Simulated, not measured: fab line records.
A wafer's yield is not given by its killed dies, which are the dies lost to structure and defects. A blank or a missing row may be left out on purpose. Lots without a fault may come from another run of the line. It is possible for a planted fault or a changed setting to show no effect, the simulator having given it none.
fab line records	flow n5Finfet
record lots=11	wafers=30	lastDay=17
route steps=1938 shown HKMG_FIN@433 PASSIVATION@1936
lots with no fault: from the same line, run without faults
startH: hours from the record's opening day to when the first of the lot's shown wafers began	waitH: how many hours have passed since the lot's step before this one	" same as the row above	L1.1+2: several wafers, shown together as one row	- no value, or no start was given	* or withheld: withheld	< > ~ a bound
route shown NAME@n: names a module that has steps shown in the file, with the first one's number in the route	usual: mean and standard deviation over wafers with no fault	same: alike in all rows	chamber/n: place in a boat	sites: per-site readings	_std_site: the standard deviation of these	_edge_site: the outer-site mean with the inner-site mean subtracted	radiusMm: how far each site lies from the wafer's centre	mask NAME#n: copy n	behind: the last tool/chamber to shape the wafer	hold: why the lot went on hold/how many hours it stayed there/how the hold came to an end	device: which transistor (n, p or np) failed to switch	end of line: the tests these same wafers got at the end of their route	a step given without rows: its recipe and nothing more	killed: the dies lost at the first sort to structure and to defects; this is not the yield of the wafer	map: the dies of a wafer, with x for killed, . for not killed, _ for no die there
set.NAME: the run value of the setting; set.NAME@STEP: its run value at that earlier step	model.NAME: the simulator's own value behind a step, which no gauge read
the route's steps for a sample of lots (tables are steps, rows are wafers)
services: when a tool's chamber went out of use (startH, in hours from the record's first day, below 0 if earlier), for how many hours, and the reason
## steps
# step N5_HKMG_FIN_DESCUM_17
# recipe chemistry=O2	timeS=7.9	sourcePowerW=50	biasPowerW=20	pressureMtorr=20	rfFrequencyHz=2.712e+07	tempC=40	resist=CAR-ArF	o2FlowSccm=225
# usual drypumpMotorCurrentA=5.8/0.44	oesProductAu=0.83/0.089	rfFwdPowerW=49.33/0.25	rfVppV=243.0/1.1	showerheadPlenumPTorr=2.08/0.048	throttleValvePct=20.46/0.28
lot.wafer	tool	chamber	startH	waitH	drypumpMotorCurrentA	oesProductAu	rfFwdPowerW	rfHoursCounterH	rfVppV	showerheadPlenumPTorr	throttleValvePct
L343.4	rieDiel-01	1	80.70	0.0	5.8	0.71	49.42	190	244.3	2.09	21.16
L343.5	"	1	"	"	5.7	0.71	49.32	-	242.9	2.09	21.15
L343.6	"	2	"	"	5.3	0.80	49.52	-	244.6	2.18	20.32
L345.3	rieDiel-01	0	93.25	0.0	6.3	0.81	49.03	109	244.2	2.12	20.48
L345.6	"	3	"	"	6.0	0.83	49.08	-	242.6	2.10	20.38
L346.2	rieDiel-05	1	102.09	0.1	5.8	0.92	49.42	21	241.9	2.08	20.51
L346.3	"	2	"	"	6.7	0.74	49.61	154	243.2	2.07	20.78
L346.4	"	0	"	"	5.1	0.91	49.55	-	241.4	2.04	20.26
L347.1	rieDiel-04	0	108.42	0.0	5.9	0.80	49.43	100	243.0	2.01	20.23
L347.2	"	3	"	"	6.0	1.03	49.37	0	243.5	2.06	20.17
L348.1	rieDiel-05	2	110.66	0.0	6.7	0.74	49.64	158	243.2	2.07	20.80
L348.3	"	0	"	"	5.1	0.91	49.23	37	242.3	2.04	20.28
L348.4	"	2	"	"	6.7	0.74	49.58	-	244.5	2.07	20.78
L349.1	rieDiel-01	0	118.57	0.0	6.3	0.78	48.86	119	243.5	2.12	20.47
L349.3	"	3	"	"	5.9	0.82	49.49	75	243.8	2.10	20.37
L349.6	"	1	"	"	5.8	0.69	49.25	-	244.5	2.09	21.17
L358.1	rieDiel-04	1	173.05	0.0	5.5	0.88	49.17	50	244.0	2.14	20.47
L358.3	"	0	"	"	5.9	0.79	49.52	122	242.4	2.01	20.27
L358.5	"	3	"	"	6.0	0.94	49.47	-	242.4	2.05	20.20
L360.1	rieDiel-04	3	181.58	0.0	6.0	0.93	49.66	24	243.3	2.05	20.20
L360.2	"	2	"	"	5.4	0.93	49.81	18	241.7	2.07	20.23
L361.2	rieDiel-04	0	187.09	0.0	5.9	0.78	49.29	127	240.9	2.00	20.26
L361.3	"	3	"	"	6.0	0.93	49.44	25	242.2	2.05	20.20
L361.4	"	1	"	"	5.4	0.87	49.15	56	244.0	2.14	20.45
L364.4	rieDiel-04	2	209.93	0.2	5.4	0.91	49.82	28	242.3	2.06	20.25
L364.5	"	0	"	"	6.0	0.78	49.36	-	242.1	2.00	20.28
L364.6	"	3	"	"	6.0	0.91	49.62	-	242.7	2.05	20.20
L365.2	rieDiel-01	3	217.87	0.0	6.0	0.79	49.29	110	242.8	2.09	20.44
L365.4	"	1	"	"	5.7	0.68	49.75	235	242.1	2.08	21.20
L365.6	"	3	"	"	6.0	0.79	49.14	-	244.5	2.09	20.43
# step N5_HKMG_FIN_STRIP_34
# recipe chemistry=CF4	resist=SiARC	powerW=300	biasPowerW=75	pressureMtorr=50	cf4FlowSccm=150	rfFrequencyHz=6e+07
# usual drypumpMotorCurrentA=5.8/0.44	oesProductAu=0.82/0.078	rfFwdPowerW=293.3/1.2	rfVppV=270.9/1.2	showerheadPlenumPTorr=1.78/0.038	throttleValvePct=13.56/0.24
lot.wafer	tool	chamber	startH	waitH	drypumpMotorCurrentA	oesProductAu	rfFwdPowerW	rfHoursCounterH	rfVppV	showerheadPlenumPTorr	throttleValvePct
L343.4	rieDiel-01	1	80.99	0.0	5.8	0.71	294.3	190	270.8	1.75	14.01
L343.5	"	1	"	"	5.7	0.71	295.4	-	270.9	1.75	13.99
L343.6	"	2	"	"	5.3	0.77	295.1	-	272.5	1.86	13.51
L345.3	rieDiel-01	0	93.53	0.0	6.3	0.80	293.7	109	272.2	1.83	13.65
L345.6	"	3	"	"	6.0	0.82	292.2	-	270.9	1.82	13.61
L346.2	rieDiel-05	1	102.37	0.0	5.8	0.90	290.6	21	271.1	1.75	13.37
L346.3	"	2	"	"	6.7	0.75	-	154	269.4	1.79	13.96
L346.4	"	0	"	"	5.1	0.89	293.3	-	269.8	1.76	13.32
L347.1	rieDiel-04	0	108.70	0.0	5.9	0.81	-	100	269.9	1.74	13.47
L347.2	"	3	"	"	6.0	1.00	294.5	0	269.6	1.78	13.24
L348.1	rieDiel-05	2	110.94	0.0	6.7	0.75	-	158	270.4	1.79	13.97
L348.3	"	0	"	"	5.1	0.87	293.9	37	270.4	1.76	13.33
L348.4	"	2	"	"	6.7	0.75	-	-	272.1	1.79	13.98
L349.1	rieDiel-01	0	118.85	0.0	6.3	0.80	294.1	119	271.5	1.83	13.68
L349.3	"	3	"	"	6.0	0.82	291.5	75	270.6	1.82	13.64
L349.6	"	1	"	"	5.8	0.71	-	-	270.1	1.75	14.04
L358.1	rieDiel-04	1	173.33	0.0	5.4	0.85	292.5	50	270.0	1.80	13.48
L358.3	"	0	"	"	5.9	0.78	-	122	270.6	1.73	13.51
L358.5	"	3	"	"	6.0	0.92	295.2	-	271.4	1.78	13.27
L360.1	rieDiel-04	3	181.86	0.0	6.1	0.91	294.5	24	270.7	1.77	13.29
L360.2	"	2	"	"	5.4	0.91	293.5	18	271.5	1.74	13.20
L361.2	rieDiel-04	0	187.37	0.0	5.9	0.77	-	127	271.1	1.73	13.53
L361.3	"	3	"	"	6.1	0.91	293.7	26	268.9	1.77	13.32
L361.4	"	1	"	"	5.4	0.84	-	56	271.4	1.80	13.51
L364.4	rieDiel-04	2	210.21	0.0	5.3	0.89	293.1	28	271.7	1.74	13.22
L364.5	"	0	"	"	5.9	0.77	-	-	270.0	1.73	13.56
L364.6	"	3	"	"	6.0	0.90	294.7	-	269.5	1.77	13.32
L365.2	rieDiel-01	3	218.15	0.0	6.0	0.78	292.3	110	271.7	1.81	13.73
L365.4	"	1	"	"	5.7	0.68	296.2	235	269.8	1.74	14.11
L365.6	"	3	"	"	6.0	0.78	292.7	-	271.0	1.81	13.71
# step N5_HKMG_FIN_WET_ETCH_18
# recipe chemistry=SC1	target=TiN	mix=1:1:5	tempC=*	timeS=55	targetDepthNm=5.2	dry=ipaMarangoni	rinseTimeS=30	rinseTempC=23
# usual bathGuardTempC=*	tempC=*
lot.wafer	tool	chamber	startH	waitH	bathGuardTempC	tempC
L343.4	wetBench-06	0	81.24	0.1	*	*
L343.5	"	7	"	"	*	*
L343.6	"	3	"	"	*	*
L345.3	wetBench-06	4	93.79	0.1	*	*
L345.6	"	7	"	"	*	*
L346.2	wetBench-06	3	102.62	0.1	*	*
L346.3	"	7	"	"	*	*
L346.4	"	1	"	"	*	*
L347.1	wetBench-02	0	108.96	0.1	*	*
L347.2	"	2	"	"	*	*
L348.1	wetBench-06	1	111.19	0.1	*	*
L348.3	"	6	"	"	*	*
L348.4	"	3	"	"	*	*
L349.1	wetBench-06	7	119.14	0.1	*	*
L349.3	"	3	"	"	*	*
L349.6	"	5	"	"	*	*
L358.1	wetBench-04	2	173.59	0.1	*	*
L358.3	"	1	"	"	*	*
L358.5	"	0	"	"	*	*
L360.1	wetBench-02	5	182.11	0.1	*	*
L360.2	"	6	"	"	*	*
L361.2	wetBench-02	6	187.62	0.1	*	*
L361.3	"	5	"	"	*	*
L361.4	"	0	"	"	*	*
L364.4	wetBench-04	0	210.46	0.1	*	*
L364.5	"	4	"	"	*	*
L364.6	"	1	"	"	*	*
L365.2	wetBench-04	4	218.40	0.1	*	*
L365.4	"	3	"	"	*	*
L365.6	"	2	"	"	*	*
# step N5_HKMG_FIN_ETCH_86
# recipe chemistry=N2/H2	target=SOC	targetDepthA=3932	stopOn=TiN	ionEnergyEv=100	biasW=61	pressureMtorr=30	sourceW=850	n2FlowSccm=200	h2FlowSccm=200
# usual drypumpMotorCurrentA=5.7/0.55	oesProductAu=0.82/0.085	rfFwdPowerW=843.9/2.7	rfVppV=240.3/1.1	showerheadPlenumPTorr=2.52/0.059	throttleValvePct=17.9/0.37
lot.wafer	tool	chamber	startH	waitH	drypumpMotorCurrentA	oesProductAu	rfFwdPowerW	rfHoursCounterH	rfVppV	showerheadPlenumPTorr	throttleValvePct
L343.4	rieDiel-04	3	82.12	-	6.0	0.67	847.0	247	240.9	2.49	17.8
L343.5	"	3	"	"	6.0	0.66	842.2	-	239.3	2.49	17.8
L343.6	"	0	"	"	5.9	0.81	842.8	-	239.9	2.49	17.9
L345.3	rieDiel-05	3	94.57	-	5.0	0.69	843.2	249	240.1	2.50	18.1
L345.6	"	3	"	"	5.0	0.68	837.6	-	240.3	2.50	18.1
L346.2	rieDiel-01	3	103.45	-	6.0	0.84	839.9	70	242.8	2.57	17.8
L346.3	"	2	"	"	5.3	0.77	837.8	109	241.1	2.67	17.9
L346.4	"	0	"	"	6.3	0.79	840.0	114	240.9	2.59	17.9
L347.1	rieDiel-05	1	109.74	-	5.8	0.91	841.2	24	238.8	2.46	17.5
L347.2	"	2	"	"	6.7	0.74	844.5	158	240.9	2.56	18.5
L348.1	rieDiel-05	0	111.98	-	5.1	0.88	839.8	38	239.7	2.48	17.7
L348.3	"	1	"	"	5.8	0.89	844.8	26	241.4	2.46	17.5
L348.4	"	0	"	"	5.1	0.88	844.7	-	239.3	2.48	17.7
L349.1	rieDiel-04	2	120.05	-	5.3	0.98	847.0	1	239.8	2.52	17.7
L349.3	"	3	"	"	6.0	0.97	845.2	5	240.8	2.48	17.4
L349.6	"	1	"	"	5.5	0.88	841.8	-	240.4	2.61	17.8
L358.1	rieDiel-04	3	174.37	-	6.0	0.93	847.5	21	240.0	2.48	17.4
L358.3	"	1	"	"	5.4	0.85	844.1	51	242.3	2.60	17.8
L358.5	"	3	"	"	6.0	0.93	841.5	-	239.3	2.48	17.4
L360.1	rieDiel-05	2	182.99	-	6.7	0.71	847.4	186	241.8	2.55	18.6
L360.2	"	1	"	"	5.8	0.85	842.4	53	239.5	2.44	17.6
L361.2	rieDiel-01	1	188.42	-	5.7	0.68	842.4	226	240.9	2.52	18.6
L361.3	"	0	"	"	6.3	0.78	847.8	143	239.9	2.58	18.0
L361.4	"	2	"	"	5.3	0.74	845.8	138	242.7	2.66	18.0
L364.4	rieDiel-04	3	211.28	-	6.0	0.90	845.7	34	240.1	2.47	17.4
L364.5	"	0	"	"	5.9	0.77	846.5	-	239.1	2.47	18.0
L364.6	"	3	"	"	6.0	0.90	844.7	-	238.6	2.47	17.4
L365.2	rieDiel-01	1	219.18	-	5.8	0.68	846.8	236	238.8	2.52	18.6
L365.4	"	0	"	"	6.3	0.77	836.4	153	243.6	2.57	18.0
L365.6	"	1	"	"	5.8	0.68	847.6	-	240.6	2.52	18.6
# step N5_PASSIVATION_PROBE_49
# usual killed_at_M0_to_M3=32/9.3	killed_at_M4_up=14/4.9	killedAtContacts=15/7.5	killedAtFrontEnd=40/11	killedAtOther=4/3.3	killedDies=104/17	killedOpen=68/14	killedShort=33/7.9
# same grossDies=1180	killedAtBackSide=0
lot.wafer	tool	chamber	startH	waitH	killed_at_M0_to_M3	killed_at_M4_up	killedAtContacts	killedAtFrontEnd	killedAtOther	killedDies	killedOpen	killedShort
L343.4	prober-01	-	272.95	0.2	18	25	20	26	7	96	67	29
L343.5	prober-01	-	273.00	0.2	34	16	13	27	1	91	64	27
L343.6	prober-01	-	273.05	0.3	26	11	7	27	1	72	54	17
L346.2	prober-02	-	285.11	0.1	37	12	7	54	5	115	67	45
L346.3	prober-02	-	285.16	0.1	41	12	23	45	3	124	84	33
L346.4	prober-02	-	285.21	0.2	35	12	10	42	2	101	65	36
L345.3	prober-02	-	287.91	0.1	48	9	34	17	2	110	69	41
L345.6	prober-02	-	288.06	0.3	29	13	14	36	2	94	57	37
L348.1	prober-01	-	292.54	0.0	27	19	19	66	0	131	79	34
L348.3	prober-01	-	292.64	0.1	25	13	9	59	4	110	68	37
L348.4	prober-01	-	292.69	0.2	20	15	19	86	4	144	98	33
L347.1	prober-01	-	297.45	0.0	22	14	18	32	0	86	60	24
L347.2	prober-01	-	297.50	0.1	44	18	27	55	0	144	104	38
L349.1	prober-01	-	304.47	0.0	25	20	5	30	7	87	50	27
L349.3	prober-01	-	304.57	0.1	15	16	8	42	7	88	62	19
L349.6	prober-01	-	304.72	0.3	15	27	10	15	6	73	49	22
L358.1	prober-02	-	363.25	0.0	29	15	19	53	4	120	64	43
L358.3	prober-02	-	363.35	0.1	19	22	8	36	4	89	60	27
L358.5	prober-02	-	363.45	0.2	28	12	34	61	5	140	90	42
L361.2	prober-02	-	374.98	0.1	25	6	17	47	3	98	77	21
L361.3	prober-02	-	375.03	0.1	23	13	1	43	2	82	58	21
L361.4	prober-02	-	375.08	0.2	24	9	6	54	2	95	70	21
L360.1	prober-02	-	378.42	0.0	38	14	19	46	2	119	82	36
L360.2	prober-02	-	378.47	0.1	34	14	12	42	3	105	77	28
L364.4	prober-01	-	393.68	0.2	22	16	14	33	1	86	49	29
L364.5	prober-01	-	393.73	0.2	24	18	9	25	1	77	57	19
L364.6	prober-01	-	393.78	0.3	25	13	20	28	0	86	55	23
L365.2	prober-02	-	414.57	0.1	32	11	21	42	1	107	70	36
L365.4	prober-02	-	414.67	0.2	29	19	14	45	1	108	76	28
L365.6	prober-02	-	414.77	0.3	25	24	10	40	6	105	72	33
# killed by level:class
L343.4 MOL_CONTACT_COAG:geometricParticle:open=18 BEOL_M4:geometricParticle:open=12 STI_FIN_REVEAL:geometricParticle:open=8 BEOL_M0_SAQP:geometricParticle:short=6 BEOL_M5:geometricParticle:open=6 BEOL_M0_SAQP:geometricParticle:open=4 STARTING-WAFER:geometricParticle:short=4 BEOL_M0:geometricParticle:open=3
L343.5 BEOL_M1:geometricParticle:open=10 MOL_CONTACT_COAG:geometricParticle:open=9 FIN_SAQP:geometricParticle:open=6 STI_FIN_REVEAL:geometricParticle:open=6 BEOL_M0:geometricParticle:open=6 BEOL_M0_SAQP:geometricParticle:open=5 BEOL_M4:geometricParticle:open=5 MOL_CONTACT_COAG:geometricParticle:short=4
L343.6 BEOL_M1:geometricParticle:open=10 STI_FIN_REVEAL:geometricParticle:open=9 MOL_CONTACT_COAG:geometricParticle:open=7 BEOL_M0_SAQP:geometricParticle:open=7 FIN_SAQP:geometricParticle:open=4 BEOL_M5:geometricParticle:open=4 STARTING-WAFER:geometricParticle:short=3 FIN_SAQP:geometricParticle:short=2
L346.2 FIN_SAQP:geometricParticle:short=13 FIN_SAQP:geometricParticle:open=12 BEOL_M0:geometricParticle:open=7 BEOL_M1:geometricParticle:open=7 STI_FIN_REVEAL:geometricParticle:open=6 MOL_CONTACT_COAG:geometricParticle:open=5 GATE_CUT:geometricParticle:open=4 BEOL_M0_SAQP:geometricParticle:open=4
L346.3 GATE_CUT:geometricParticle:short=12 MOL_CONTACT_COAG:geometricParticle:open=12 BEOL_M0:geometricParticle:open=12 BEOL_M1:geometricParticle:open=11 FIN_SAQP:geometricParticle:open=8 BEOL_M2:geometricParticle:open=8 BEOL_M3:geometricParticle:open=6 MOL_CONTACT_COAG:geometricParticle:short=6
L346.4 BEOL_M2:geometricParticle:open=13 FIN_SAQP:geometricParticle:short=12 FIN_SAQP:geometricParticle:open=7 STI_FIN_REVEAL:geometricParticle:open=7 MOL_CONTACT_COAG:geometricParticle:open=7 BEOL_M4:geometricParticle:open=6 BEOL_M0_SAQP:geometricParticle:short=5 ILD0:geometricParticle:short=4
L345.3 MOL_CONTACT_COAG:geometricParticle:open=29 BEOL_M0_SAQP:geometricParticle:open=16 BEOL_M0_SAQP:geometricParticle:short=15 MOL_CONTACT_COAG:geometricParticle:short=5 FIN_SAQP:geometricParticle:short=4 BEOL_M1:geometricParticle:short=4 BEOL_M2:geometricParticle:open=4 FIN_SAQP:geometricParticle:open=3
L345.6 MOL_CONTACT_COAG:geometricParticle:open=13 FIN_SAQP:geometricParticle:open=8 BEOL_M1:geometricParticle:short=8 GATE_CUT:geometricParticle:short=6 BEOL_M0_SAQP:geometricParticle:open=6 GATE_CUT:geometricParticle:open=5 BEOL_M2:geometricParticle:open=5 STARTING-WAFER:geometricParticle:short=5
L348.1 STI_FIN_REVEAL:geometricParticle:open=16 MOL_CONTACT_COAG:geometricParticle:open=14 HKMG_FIN:areaEtch=14 FIN_SAQP:geometricParticle:open=11 BEOL_M0_SAQP:geometricParticle:open=10 BEOL_M4:geometricParticle:open=8 FIN_SAQP:geometricParticle:short=6 MOL_CONTACT_COAG:geometricParticle:short=5
L348.3 FIN_SAQP:geometricParticle:short=16 FIN_SAQP:geometricParticle:open=11 BEOL_M3:geometricParticle:open=11 BEOL_M4:geometricParticle:open=9 STI_FIN_REVEAL:geometricParticle:open=8 MOL_CONTACT_COAG:geometricParticle:open=7 BEOL_M2:geometricParticle:open=6 STARTING-WAFER:geometricParticle:open=5
L348.4 FIN_SAQP:geometricParticle:open=19 STI_FIN_REVEAL:geometricParticle:open=18 MOL_CONTACT_COAG:geometricParticle:open=16 HKMG_FIN:areaEtch=12 BEOL_M3:geometricParticle:open=11 BEOL_M4:geometricParticle:open=7 GATE_CUT:geometricParticle:open=6 FIN_SAQP:geometricParticle:short=5
L347.1 MOL_CONTACT_COAG:geometricParticle:open=16 BEOL_M0_SAQP:geometricParticle:open=7 FIN_SAQP:geometricParticle:open=7 STI_FIN_REVEAL:geometricParticle:open=7 BEOL_M4:geometricParticle:open=7 FIN_SAQP:geometricParticle:short=5 DUMMY_GATE:geometricParticle:open=4 GATE_CUT:geometricParticle:short=4
L347.2 MOL_CONTACT_COAG:geometricParticle:open=24 FIN_SAQP:geometricParticle:open=13 FIN_SAQP:geometricParticle:short=11 BEOL_M1:geometricParticle:open=11 BEOL_M0_SAQP:geometricParticle:open=10 STI_FIN_REVEAL:geometricParticle:open=9 BEOL_M3:geometricParticle:open=7 GATE_CUT:geometricParticle:open=6
L349.1 FIN_CUT:areaEtch=8 BEOL_M4:geometricParticle:open=7 STI_FIN_REVEAL:geometricParticle:open=5 BEOL_M0_SAQP:geometricParticle:short=5 BEOL_M1:geometricParticle:open=5 BEOL_M2:geometricParticle:open=5 DUMMY_GATE:geometricParticle:open=4 BEOL_M1:geometricParticle:short=4
L349.3 STI_FIN_REVEAL:geometricParticle:open=11 MOL_CONTACT_COAG:geometricParticle:open=7 BEOL_M4:geometricParticle:open=7 HKMG_FIN:areaEtch=7 BEOL_M0_SAQP:geometricParticle:open=5 BEOL_M1:geometricParticle:open=5 STARTING-WAFER:geometricParticle:open=5 BEOL_M4:geometricParticle:short=4
L349.6 BEOL_M4:geometricParticle:open=16 BEOL_M5:geometricParticle:open=6 MOL_CONTACT_COAG:geometricParticle:open=5 MOL_CONTACT_COAG:geometricParticle:short=5 BEOL_M4:geometricParticle:short=5 STI_FIN_REVEAL:geometricParticle:open=4 DUMMY_GATE:geometricParticle:open=4 BEOL_M0_SAQP:geometricParticle:short=4
L358.1 MOL_CONTACT_COAG:geometricParticle:open=16 BEOL_M0_SAQP:geometricParticle:short=12 STI_FIN_REVEAL:geometricParticle:open=11 FIN_SAQP:geometricParticle:short=10 HKMG_FIN:areaEtch=9 BEOL_M0_SAQP:geometricParticle:open=7 FIN_SAQP:geometricParticle:open=4 GATE_CUT:geometricParticle:open=4
L358.3 BEOL_M4:geometricParticle:open=13 FIN_SAQP:geometricParticle:open=9 BEOL_M0_SAQP:geometricParticle:open=8 MOL_CONTACT_COAG:geometricParticle:open=7 STI_FIN_REVEAL:geometricParticle:open=6 FIN_SAQP:geometricParticle:short=3 BEOL_M4:geometricParticle:short=3 MIM_TOP_ETCH:geometricParticle:short=3
L358.5 MOL_CONTACT_COAG:geometricParticle:open=27 FIN_SAQP:geometricParticle:short=11 FIN_SAQP:geometricParticle:open=11 BEOL_M3:geometricParticle:open=9 STI_FIN_REVEAL:geometricParticle:open=8 BEOL_M4:geometricParticle:open=8 MOL_CONTACT_COAG:geometricParticle:short=7 BEOL_M0_SAQP:geometricParticle:open=6
L361.2 FIN_SAQP:geometricParticle:open=13 STI_FIN_REVEAL:geometricParticle:open=12 MOL_CONTACT_COAG:geometricParticle:open=10 MOL_CONTACT_COAG:geometricParticle:short=7 DUMMY_GATE:geometricParticle:open=7 BEOL_M2:geometricParticle:open=6 BEOL_M1:geometricParticle:open=5 BEOL_M3:geometricParticle:open=4
L361.3 FIN_SAQP:geometricParticle:open=10 DUMMY_GATE:geometricParticle:open=6 BEOL_M1:geometricParticle:open=5 STI_FIN_REVEAL:geometricParticle:open=4 DUMMY_GATE:geometricParticle:short=4 GATE_CUT:geometricParticle:short=4 BEOL_M0_SAQP:geometricParticle:open=4 BEOL_M4:geometricParticle:open=4
L361.4 FIN_SAQP:geometricParticle:open=12 DUMMY_GATE:geometricParticle:open=10 STI_FIN_REVEAL:geometricParticle:open=8 BEOL_M3:geometricParticle:open=8 MOL_CONTACT_COAG:geometricParticle:open=6 FIN_SAQP:geometricParticle:short=4 GATE_CUT:geometricParticle:open=4 BEOL_M1:geometricParticle:open=4
L360.1 MOL_CONTACT_COAG:geometricParticle:open=14 DUMMY_GATE:geometricParticle:open=10 BEOL_M0_SAQP:geometricParticle:open=9 BEOL_M4:geometricParticle:open=7 BEOL_M3:geometricParticle:open=7 STI_FIN_REVEAL:geometricParticle:open=6 GATE_CUT:geometricParticle:open=6 BEOL_M0_SAQP:geometricParticle:short=6
L360.2 FIN_SAQP:geometricParticle:open=10 MOL_CONTACT_COAG:geometricParticle:open=10 STI_FIN_REVEAL:geometricParticle:open=9 DUMMY_GATE:geometricParticle:open=9 BEOL_M0_SAQP:geometricParticle:short=8 BEOL_M2:geometricParticle:open=8 BEOL_M4:geometricParticle:open=7 BEOL_M0_SAQP:geometricParticle:open=7
L364.4 MOL_CONTACT_COAG:geometricParticle:open=10 BEOL_M4:geometricParticle:open=9 HKMG_FIN:areaEtch=8 ILD0:geometricParticle:short=6 BEOL_M1:geometricParticle:open=6 BEOL_M2:geometricParticle:open=5 DUMMY_GATE:geometricParticle:open=4 MOL_CONTACT_COAG:geometricParticle:short=4
L364.5 BEOL_M1:geometricParticle:open=10 MOL_CONTACT_COAG:geometricParticle:open=7 BEOL_M4:geometricParticle:open=6 BEOL_M0_SAQP:geometricParticle:open=6 STI_FIN_REVEAL:geometricParticle:open=5 FIN_SAQP:geometricParticle:short=4 DUMMY_GATE:geometricParticle:open=4 GATE_CUT:geometricParticle:short=4
L364.6 MOL_CONTACT_COAG:geometricParticle:open=16 BEOL_M1:geometricParticle:open=11 HKMG_FIN:areaEtch=8 BEOL_M4:geometricParticle:open=6 BEOL_M3:geometricParticle:open=5 FIN_SAQP:geometricParticle:open=4 MOL_CONTACT_COAG:geometricParticle:short=4 BEOL_M0_SAQP:geometricParticle:short=4
L365.2 MOL_CONTACT_COAG:geometricParticle:open=15 FIN_SAQP:geometricParticle:open=12 BEOL_M0_SAQP:geometricParticle:short=11 BEOL_M0_SAQP:geometricParticle:open=8 BEOL_M3:geometricParticle:open=7 STI_FIN_REVEAL:geometricParticle:open=6 MOL_CONTACT_COAG:geometricParticle:short=6 FIN_SAQP:geometricParticle:short=5
L365.4 STI_FIN_REVEAL:geometricParticle:open=16 MOL_CONTACT_COAG:geometricParticle:open=13 BEOL_M1:geometricParticle:open=10 BEOL_M2:geometricParticle:open=6 BEOL_M4:geometricParticle:open=6 GATE_CUT:geometricParticle:short=5 STARTING-WAFER:geometricParticle:short=5 FIN_SAQP:geometricParticle:open=4
L365.6 STI_FIN_REVEAL:geometricParticle:open=16 BEOL_M2:geometricParticle:open=8 BEOL_M4:geometricParticle:open=7 MOL_CONTACT_COAG:geometricParticle:open=6 BEOL_M0_SAQP:geometricParticle:open=5 BEOL_M5:geometricParticle:short=5 STARTING-WAFER:geometricParticle:open=5 DUMMY_GATE:geometricParticle:open=4
## services
tool	chamber	startH	hours	kind
rieDiel-05	0	64.07	2.2	repair
rieDiel-04	0	87.45	6.6	repair
rieDiel-04	3	94.41	-	clean
rieDiel-04	3	94.41	-	consumableReplace:focusRing
rieDiel-05	3	96.43	-	clean
rieDiel-05	3	96.43	-	consumableReplace:focusRing
rieDiel-05	3	96.43	19.5	scheduledDown
rieDiel-05	3	96.43	19.5	ventCycle
rieDiel-04	2	108.99	-	clean
rieDiel-04	2	108.99	-	consumableReplace:focusRing
rieDiel-04	2	108.99	10.1	scheduledDown
rieDiel-04	2	108.99	10.1	ventCycle
rieDiel-04	-	148.85	0.1	repair
wetBench-04	-	154.90	1.5	repair
rieDiel-04	2	172.28	4.3	repair
rieDiel-05	0	185.05	3.2	repair
rieDiel-04	-	190.71	1.6	repair
## key
firstSign step=N5_HKMG_FIN_WET_ETCH_18	reading=tempC	direction=down	sigmas=79	usual=*	struck=*
effect step=N5_HKMG_FIN_WET_ETCH_18	reading=bathGuardTempC	direction=down	sigmas=18	usual=*	struck=*
metAt N5_HKMG_FIN_WET_ETCH_18
struckLots L346,L348,L349
testerLeftOut L346,L348,L349
baselineLoss step=N5_HKMG_FIN_ETCH_86	wafers=L348.1,L348.4
notActingAt N5_HKMG_FIN_DESCUM_17,N5_HKMG_FIN_STRIP_34,N5_HKMG_FIN_ETCH_86
onsetBetween 93.79 102.62
fault kind=processParameterDrift	tool=wetBench-06	chamber=-	onsetH=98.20	steps=N5_HKMG_FIN_WET_ETCH_18	channel=tempC	offset=*	shape=step	endH=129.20	actsIn=*	stated=*
# testerLeftOut: of these lots the tester's yield and bins aren't shown, on N5 and GAA mostly nor the transistor test; their killed dies are dies lost to structure and defects alone, not to doping, threshold or leakage, so they don't give the yield
# baselineLoss: these wafers lose ten dies or more at that step, a loss of the line's own and not of a fault; the sort's usual values leave them out
